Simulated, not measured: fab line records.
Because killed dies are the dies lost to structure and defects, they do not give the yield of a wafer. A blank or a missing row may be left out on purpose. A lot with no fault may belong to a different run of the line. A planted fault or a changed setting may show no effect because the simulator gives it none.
Problem report in the 8D (eight disciplines) form, filled by code || flow nand_harc || the parts of the form that need people (team, actions taken, sign-off) are left out

== 1. PROBLEM STATEMENT ==
oes_product_au at NHARC_P_CONTACT_ETCH_31 reads a mean of 0.913 a.u. on 2 wafers of 2 lots; wafers without a fault read 0.985 a.u. with a standard deviation of 0.017. That puts it -4.2 standard deviations away from the usual mean.
The step: etches the open film in CH3F/O2, target depth 30 nm, time 85.7 s.
Seen first at day 8 06:16 on rie_diel-06, wafer L883.2. At this step, 35 wafers from 13 lots have a number in the record. Rule for "out", or "out of limits": more than 4 standard deviations from the usual mean. Any other wafer with a number is counted as sound.

== 2. WHAT IT IS, AND WHAT IT ISN'T ==
{"question": "which readings at this step", "is": "oes_product_au", "is not": "drypump_motor_current_A, o2_flow_sccm, rf_vpp_V, showerhead_plenum_p_Torr, throttle_valve_pct"}
{"question": "which lots", "is": "L883, L884", "is not": "L874, L877, L880, L886, L888, L891, L892, L893, L894, L895, L896"}
{"question": "which wafers of those lots", "is": "all that have a number", "is not": "-"}
{"question": "read on which tools", "is": "rie_diel-06", "is not": "rie_diel-08, rie_diel-12"}
{"question": "when", "is": "from day 8 06:16", "is not": "up to then (9 sound wafers); but 24 sound wafers of L886, L888, L891, L892, L893, L894, L895, L896 came after"}

== 3. SUSPECTS, AND WHAT RULES EACH OUT ==
Counting: any tool at a process step up to the reading is kept as a suspect provided that every lot that is out went through it and no sound lot did after the first of them.
- rie_diel-06 at NHARC_P_CONTACT_ETCH_18 (etches the open film in C4F8/O2/Ar, target depth 481 nm, time 240.5 s): kept. Every lot that is out went through it, starting with L883 (day 8 06:16), and after that it ran no sound lot; the last sound lot it ran before then is L874 (day 5 15:22). NHARC_P_CONTACT_ETCH_18 gives no start for some lots, so the hours and the order of its lots are those of NHARC_P_CONTACT_ETCH_31.
- rie_diel-06 at NHARC_P_CONTACT_ETCH_31 (etches the open film in CH3F/O2, target depth 30 nm, time 85.7 s): kept. Every lot that is out went through it, starting with L883 (day 8 06:16), and after that it ran no sound lot; the last sound lot it ran before then is L874 (day 5 15:22). On those wafers its own readings are out: oes_product_au.
Left after counting: rie_diel-06 at NHARC_P_CONTACT_ETCH_18, rie_diel-06 at NHARC_P_CONTACT_ETCH_31.

== 4. THE CAUSE (what the simulator had put in) ==
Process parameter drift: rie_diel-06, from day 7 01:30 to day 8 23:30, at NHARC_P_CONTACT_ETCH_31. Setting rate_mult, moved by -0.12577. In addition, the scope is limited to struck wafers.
This tool is one of the 2 suspects left after counting.

== 5. SEQUENCE OF EFFECTS, ordered by route ==
Each row: a reading where the mean over the struck wafers with a number is more than 3 standard deviations away from the usual. Only readings whose record carries a usual standard deviation are examined. hours: median over the lots of the time between each lot's start at the first step of this table that gives one and its start at this step. sigmas: the change, counted in usual standard deviations.
{"hours": 0, "step": "NHARC_P_CONTACT_ETCH_31", "reading": "oes_product_au", "usual": "0.985 a.u.", "on struck wafers": 0.913, "change": -0.072, "sigmas": -4.2}
It contains these process steps:
- NHARC_P_CONTACT_ETCH_31: etches the open film in CH3F/O2, target depth 30 nm, time 85.7 s.

== 6. HOW IT WOULD HAVE BEEN CAUGHT EARLIER ==
The fault began at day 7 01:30; the first out-of-limits reading in this record came at day 8 06:16, 29 hours later.
